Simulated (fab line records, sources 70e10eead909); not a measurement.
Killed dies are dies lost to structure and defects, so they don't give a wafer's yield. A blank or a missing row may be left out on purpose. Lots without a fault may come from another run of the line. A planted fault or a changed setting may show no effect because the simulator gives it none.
fab line records | flow nand_harc | part 2 of 2: steps 21 to 30 of 30
record lots=5 wafers=15 last_day=24
route steps=1159 shown A_SLIT@792 A_SIN_REMOVE@804 A_WL_FILL@809
lots that met no fault: from a run of the same line without faults
start_h: hours from the record's first day to the start of the lot's first wafer shown | wait_h: hours since the lot's step before | " the same as in the row above | L1.1+2: a row that stands for several wafers | - no value, or no start given | * or withheld: withheld | < > ~ a bound
route shown NAME@n: a module of which the file shows steps, and the number in the route of the first | usual: mean/standard deviation of fault-free wafers | same: alike in all rows | chamber/n: place in a boat | sites: the reading at each site | _std_site: their standard deviation | _edge_site: outer sites' mean less inner sites' | radius_mm: how far each site lies from the wafer's centre | mask NAME#n: copy n | behind: the tool/chamber that last shaped the wafer | hold: why the lot was held/for how many hours/how that ended | device: the transistor (n, p or np) that didn't switch | end of line: the same wafers' tests at the end of the route | a step without rows: its recipe alone | killed: dies lost to structure and defects at the first sort, not the wafer's yield | map: a wafer's dies, x killed, . not, _ none there
set.NAME: the setting as run; set.NAME@STEP: as run at that earlier step | model.NAME: the simulator's own value behind a step, which no gauge read
lots at some steps of the route; a table a step, a row a wafer
services: from which hour (start_h, from the record's first day; less than 0 if before it) a tool's chamber was out of use, for how many hours, and why
## steps
# step NHARC_A_WL_FILL_ETCHBACK_04
# recipe target_depth_a=600 time_s=120 chemistry=NF3
# usual drypump_motor_current_A=5.93/0.28 oes_product_au=0.998/0.0094
# columns lot.wafer tool chamber start_h wait_h drypump_motor_current_A oes_product_au rf_hours_counter_h
L077.1 rie_metal-02 1 341.24 2.4 5.42 0.979 3.5
L077.4 " 0 " " 6.35 0.982 -
L077.6 " 1 " " 5.43 0.974 -
L082.2 rie_metal-03 1 396.34 2.9 6.07 0.997 3.1
L082.3 " 0 " " 5.87 1.013 -
L082.6 " 0 " " 5.89 1.016 -
L088.1 rie_metal-01 0 436.65 2.8 5.87 0.991 2.5
L088.2 " 1 " " 6.07 0.992 2.5
L088.4 " 0 " " 5.91 0.992 -
L089.1 rie_metal-02 1 436.84 2.4 5.41 0.989 1.0
L089.4 " 1 " " 5.42 1.000 -
L089.6 " 0 " " 6.33 0.986 -
L095.2 rie_metal-03 0 475.30 2.4 5.87 1.002 0.2
L095.1 " 1 " " 6.02 0.997 0.2
L095.4 " 0 " " 5.87 0.995 -
# step NHARC_A_WL_FILL_ETCHBACK_05
# recipe target_depth_a=220 time_s=60 temp_c=40 chemistry=Cl2/BCl3
# usual drypump_motor_current_A=5.93/0.28 oes_product_au=1.000/0.01
# columns lot.wafer tool chamber start_h wait_h drypump_motor_current_A oes_product_au rf_hours_counter_h
L077.1 rie_metal-02 1 341.48 0.2 5.42 0.980 3.7
L077.4 " 0 " " 6.35 0.991 -
L077.6 " 1 " " 5.41 0.982 -
L082.2 rie_metal-03 0 396.56 0.2 5.85 1.013 3.3
L082.3 " 0 " " 5.87 1.020 -
L082.6 " 0 " " 5.89 1.012 -
L088.2 rie_metal-01 0 436.89 0.2 5.89 1.009 2.7
L088.1 " 1 " " 6.04 1.023 2.7
L088.4 " 0 " " 5.92 1.005 -
L089.1 rie_metal-02 0 437.06 0.2 6.32 1.006 1.2
L089.4 " 1 " " 5.43 1.000 -
L089.6 " 1 " " 5.43 1.000 -
L095.1 rie_metal-03 0 475.54 0.2 5.87 1.001 0.4
L095.2 " 1 " " 6.07 0.992 0.4
L095.4 " 1 " " 6.03 1.003 -
# step NHARC_A_WL_FILL_STRIP_27
# recipe power_w=1500 temp_c=250 time_s=20 chemistry=N2/H2
# usual drypump_motor_current_A=5.81/0.27 heater_power_w=326/38
# columns lot.wafer tool chamber start_h wait_h drypump_motor_current_A heater_power_w rf_hours_counter_h
L077.1 plasma_asher-01 0 341.65 0.1 5.50 377 17
L077.4 " 0 " " 5.48 378 -
L077.6 " 0 " " 5.48 375 -
L082.2 plasma_asher-02 1 396.71 0.1 5.58 325 10
L082.3 " 0 " " 5.97 335 -
L082.6 " 1 " " 5.60 330 -
L088.2 plasma_asher-01 0 437.03 0.1 5.49 383 52
L088.1 " 1 " " 6.18 263 52
L088.4 " 1 " " 6.17 271 -
L089.1 plasma_asher-02 0 437.19 0.1 5.94 333 23
L089.4 " 0 " " 5.95 339 -
L089.6 " 0 " " 5.96 335 -
L095.1 plasma_asher-02 1 475.69 0.1 5.58 322 45
L095.2 " 0 " " 5.94 333 45
L095.4 " 0 " " 5.95 335 -
# step NHARC_A_WL_FILL_STRIP_28
# recipe time_s=1200 temp_c=72.5 chemistry=post_etch_residue_remover
# columns lot.wafer tool chamber start_h wait_h
L077.1+4+6 wet_bench-06 0,3,5 341.82 0.1
L082.2+6+3 wet_bench-09 3,5,7 396.86 0.1
L088.4+1+2 wet_bench-06 5,7,0 437.21 0.1
L089.1+4+6 wet_bench-09 6,0,1 437.37 0.2
L095.1+2+4 wet_bench-09 6,7,0 475.89 0.2
# step NHARC_A_WL_FILL_PRECLEAN_06
# recipe time_s=300 chemistry=DIW
# columns lot.wafer tool chamber start_h wait_h
L077.1+4+6 wet_bench-06 0,3,5 - -
L082.2+6+3 wet_bench-09 3,5,7 - -
L088.4+1+2 wet_bench-06 5,7,0 - -
L089.1+4+6 wet_bench-09 6,0,1 - -
L095.1+2+4 wet_bench-09 6,7,0 - -
# step NHARC_A_WL_FILL_SRD_07
# columns lot.wafer tool chamber start_h wait_h
L077.1+4+6 wet_bench-06 0,3,5 - -
L082.2+6+3 wet_bench-09 3,5,7 - -
L088.4+1+2 wet_bench-06 5,7,0 - -
L089.1+4+6 wet_bench-09 6,0,1 - -
L095.1+2+4 wet_bench-09 6,7,0 - -
# step NHARC_A_WL_FILL_ANNEAL_08
# recipe temp_c=450 time_s=1800
# usual zone_power_bottom_pct=6.97/0.18 zone_power_top_pct=11.8/1.1
# columns lot.wafer tool chamber start_h wait_h zone_power_bottom_pct zone_power_top_pct
L077.1 furnace-04 0 345.38 - 6.84 10.7
L077.4 " 0 " " 6.77 10.8
L077.6 " 0 " " 6.81 10.7
L082.2 furnace-06 0 400.69 - 6.99 12.1
L082.3 " 0 " " 7.09 12.2
L082.6 " 0 " " 7.05 12.3
L088.1 furnace-05 0 440.75 - 7.12 13.2
L088.2 " 0 " " 7.28 13.2
L088.4 " 0 " " 7.14 13.3
L089.1 furnace-05 0 440.75 - 7.12 13.2
L089.4 " 0 " " 7.09 13.3
L089.6 " 0 " " 7.18 13.3
L095.1 furnace-06 0 477.07 - 6.96 12.2
L095.2 " 0 " " 6.97 12.4
L095.4 " 0 " " 6.98 12.1
# step NHARC_A_WL_FILL_ALD_10
# recipe target_thk_a=500 pulse_time_s=10 ald_cycles=500 temp_c=300 material=SiO2
# usual heater_power_w=456/35 precursor_pulse_height_rel=0.999/0.022
# columns lot.wafer tool chamber start_h wait_h heater_power_w precursor_pulse_height_rel
L077.1 ald_hk-02 0 346.86 0.1 495 0.992
L077.4 " 1 " " 429 0.975
L077.6 " 1 349.40 2.6 433 0.988
L082.2 ald_hk-04 0 402.20 0.1 516 1.029
L082.3 " 1 " " 452 1.000
L082.6 " 0 404.27 2.1 502 1.015
L089.4 ald_hk-01 0 442.24 0.1 500 1.018
L089.1 " 3 443.81 1.6 434 0.993
L089.6 " 1 444.86 2.7 409 1.015
L088.2 ald_hk-02 0 442.26 0.1 496 0.996
L088.1 " 2 443.27 1.1 505 1.021
L088.4 " 3 " " 405 0.979
L095.2 ald_hk-01 3 478.57 0.1 442 0.988
L095.4 " 0 " " 494 1.007
L095.1 " 2 480.11 1.6 433 1.020
# step NHARC_A_WL_FILL_ETCHBACK_16
# recipe target_depth_a=880 time_s=17.6 c4f8_flow_sccm=withheld o2_flow_sccm=8 ar_flow_sccm=withheld rf_w=600 bias_w=800 chemistry=C4F8/O2/Ar
# usual oes_product_au=0.991/0.024 rf_vpp_V=723/4.5
# columns lot.wafer tool chamber start_h wait_h oes_product_au rf_hours_counter_h rf_vpp_V
L077.4 rie_diel-13 3 - - 0.992 2 726
L077.1 " 1 " " 0.981 2 725
L077.6 " 3 " " 0.982 - 726
L082.2 rie_diel-09 0 - - 1.012 5 720
L082.3 " 1 " " 1.009 11 730
L082.6 " 0 " " 1.018 - 718
L088.2 rie_diel-09 3 - - 0.994 0 727
L088.1 " 1 " " 1.009 0 728
L088.4 " 2 " " 1.004 0 721
L089.1 rie_diel-13 1 - - 0.988 4 725
L089.4 " 2 " " 1.001 4 720
L089.6 " 1 " " 0.977 - 725
L095.4 rie_diel-13 3 - - 1.007 1 726
L095.2 " 0 " " 1.015 1 720
L095.1 " 1 " " 0.994 1 724
# step NHARC_A_WL_FILL_STRIP_29
# recipe time_s=20 o2_flow_sccm=500 ar_flow_sccm=0 bias_w=0 chemistry=O2
# usual drypump_motor_current_A=5.8/0.42 oes_product_au=1.001/0.011 rf_vpp_V=57.7/0.91 showerhead_plenum_p_Torr=3.51/0.15 throttle_valve_pct=17.037/0.0089
# columns lot.wafer tool chamber start_h wait_h drypump_motor_current_A oes_product_au rf_hours_counter_h rf_vpp_V showerhead_plenum_p_Torr throttle_valve_pct
L077.1 rie_diel-13 0 351.55 0.1 6.1 0.995 2 58.0 3.40 17.048
L077.4 " 2 " " 5.9 1.016 2 56.0 3.35 17.036
L077.6 " 0 " " 6.1 0.995 - 56.2 3.40 17.045
L082.2 rie_diel-09 3 406.96 0.1 5.5 0.977 11 59.8 3.69 17.042
L082.3 " 0 " " 5.7 0.998 5 56.1 3.37 17.044
L082.6 " 3 " " 5.4 0.976 - 58.7 3.69 17.036
L088.1 rie_diel-09 1 446.93 0.1 5.2 1.002 0 58.5 3.77 17.033
L088.2 " 2 " " 5.8 1.005 0 56.5 3.44 17.030
L088.4 " 0 " " 5.7 0.999 0 56.3 3.37 17.028
L089.1 rie_diel-13 3 447.04 0.1 6.6 1.001 4 57.4 3.59 17.034
L089.4 " 0 " " 6.2 0.998 4 56.0 3.40 17.044
L089.6 " 1 " " 6.0 1.007 - 58.0 3.57 17.040
L095.1 rie_diel-13 2 483.29 0.1 6.0 1.003 1 57.5 3.35 17.035
L095.4 " 3 " " 6.6 1.016 1 58.7 3.59 17.050
L095.2 " 0 " " 6.1 1.009 1 59.2 3.40 17.011
## services
# columns tool chamber start_h hours kind
rie_diel-08 - 302.07 9.0 pm
har_etch-01 - 305.00 17.0 pm
wet_bench-06 - 305.60 8.0 pm
rie_diel-12 1 309.14 5.5 repair
wet_bench-03 - 322.40 8.0 pm
rie_diel-12 - 324.63 0.5 repair
rie_diel-05 - 340.72 9.0 pm
rie_diel-12 3 343.80 2.7 repair
rie_diel-13 1 368.54 4.2 repair
rie_diel-08 - 368.55 0.6 repair
ald_hk-04 - 371.15 10.0 pm
wet_bench-05 - 372.82 8.0 pm
rie_diel-09 - 377.78 1.4 repair
rie_diel-12 - 379.43 9.0 pm
rie_diel-05 0 387.95 11.7 repair
rie_metal-02 - 388.00 9.0 pm
rie_diel-05 0 429.66 2.4 repair
rie_diel-09 - 431.10 9.0 pm
rie_diel-08 1 448.29 1.4 repair
rie_diel-13 - 453.00 9.0 pm
wet_bench-09 - 464.80 8.0 pm
rie_diel-08 0 476.64 8.5 repair
rie_diel-08 - 479.07 9.0 pm
wet_bench-06 - 481.60 8.0 pm
